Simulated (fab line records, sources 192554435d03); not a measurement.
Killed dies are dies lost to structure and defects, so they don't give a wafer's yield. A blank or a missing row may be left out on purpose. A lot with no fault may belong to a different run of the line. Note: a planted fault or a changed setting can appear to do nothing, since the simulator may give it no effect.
Which tool was responsible? + flow n5_finfet + 33 wafers from 11 lots sampled at 3 of the route's 1938 steps

== WHAT EACH GAUGE READ, for each wafer ==
N5_BEOL_M6_CD_MEAS_18: pitch 80 nm, target cd 40 nm.
| lot  | measured     | on        | cd_nm (nm)     |
|------|--------------|-----------|----------------|
| L075 | day 8 19:01  | cd_sem-01 | 39.7 39.5 40.2 |
| L078 | day 9 03:47  | cd_sem-02 | 40.4 40.0 40.6 |
| L079 | day 9 17:59  | cd_sem-01 | 40.2 40.5 39.7 |
| L081 | day 10 20:51 | cd_sem-01 | 40.0 39.8 40.0 |
| L082 | day 11 03:16 | cd_sem-03 | 40.5 40.2 40.3 |
| L085 | day 11 07:14 | cd_sem-02 | 39.9 39.8 39.8 |
| L086 | day 11 12:17 | cd_sem-01 | 40.9 40.1 39.4 |
| L088 | day 12 13:02 | cd_sem-02 | 40.5 40.0 40.5 |
| L091 | day 12 21:56 | cd_sem-01 | 40.0 40.0 39.4 |
| L093 | day 13 08:46 | cd_sem-02 | 40.6 41.2 40.8 |
| L097 | day 14 07:13 | cd_sem-02 | 40.3 40.2 39.9 |

== TOOL THAT RAN EACH LOT (tool first, then ch and the chambers of the sampled wafers, then the start) ==
| lot  | N5_BEOL_M5_STRIP_91                           | N5_BEOL_M6_STRIP_67                |
|------|-----------------------------------------------|------------------------------------|
| L075 | rie_diel-04 ch 0,1,3, day 8 18:47 or earlier  | rie_diel-05 ch 0,1,2, day 8 18:47  |
| L078 | rie_diel-01 ch 0,3, day 9 03:33 or earlier    | rie_diel-05 ch 1,2,3, day 9 03:33  |
| L079 | rie_diel-04 ch 0,2, day 9 17:46 or earlier    | rie_diel-05 ch 0,2,3, day 9 17:46  |
| L081 | rie_diel-04 ch 1,2, day 10 20:23 or earlier   | rie_diel-06 ch 0,2, day 10 20:23   |
| L082 | rie_diel-03 ch 1,3, day 11 02:59 or earlier   | rie_diel-02 ch 0,1, day 11 02:59   |
| L085 | rie_diel-01 ch 0,1,3, day 11 06:49 or earlier | rie_diel-02 ch 1,2,3, day 11 06:49 |
| L086 | rie_diel-01 ch 1,2,3, day 11 11:55 or earlier | rie_diel-05 ch 1,2,3, day 11 11:55 |
| L088 | rie_diel-03 ch 1,2, day 12 12:49 or earlier   | rie_diel-02 ch 0,2,3, day 12 12:49 |
| L091 | rie_diel-01 ch 1,2,3, day 12 21:38 or earlier | rie_diel-05 ch 1,3, day 12 21:38   |
| L093 | rie_diel-01 ch 1,2,3, day 13 08:32 or earlier | rie_diel-05 ch 0,1,3, day 13 08:32 |
| L097 | rie_diel-01 ch 0,2,3, day 14 06:59 or earlier | rie_diel-06 ch 0,2,3, day 14 06:59 |
- N5_BEOL_M5_STRIP_91: strips in N2/H2, time 10 s.
- N5_BEOL_M6_STRIP_67: strips in CF4.

== THE ANSWER, worked out from the rows above alone ==
Rule: the lots themselves supply what counts as usual. Put in order of their means at a reading, lots are off if they are a third of the lots or fewer, leave a main group of 4 or more, and stand apart from it by a gap of 3 or more times the standard deviation of the main group's means; of several such gaps the widest counts. If all means in a main group match to the digits the tables above print for the reading, that group is not used. A lot without any number at a reading at which 4 lots or more have one is off too. The other lots that the step has rows for count as sound.
No lot is off at any reading shown: from this, nothing can be told.

== WHAT HAD BEEN PUT IN BY THE SIMULATOR ==
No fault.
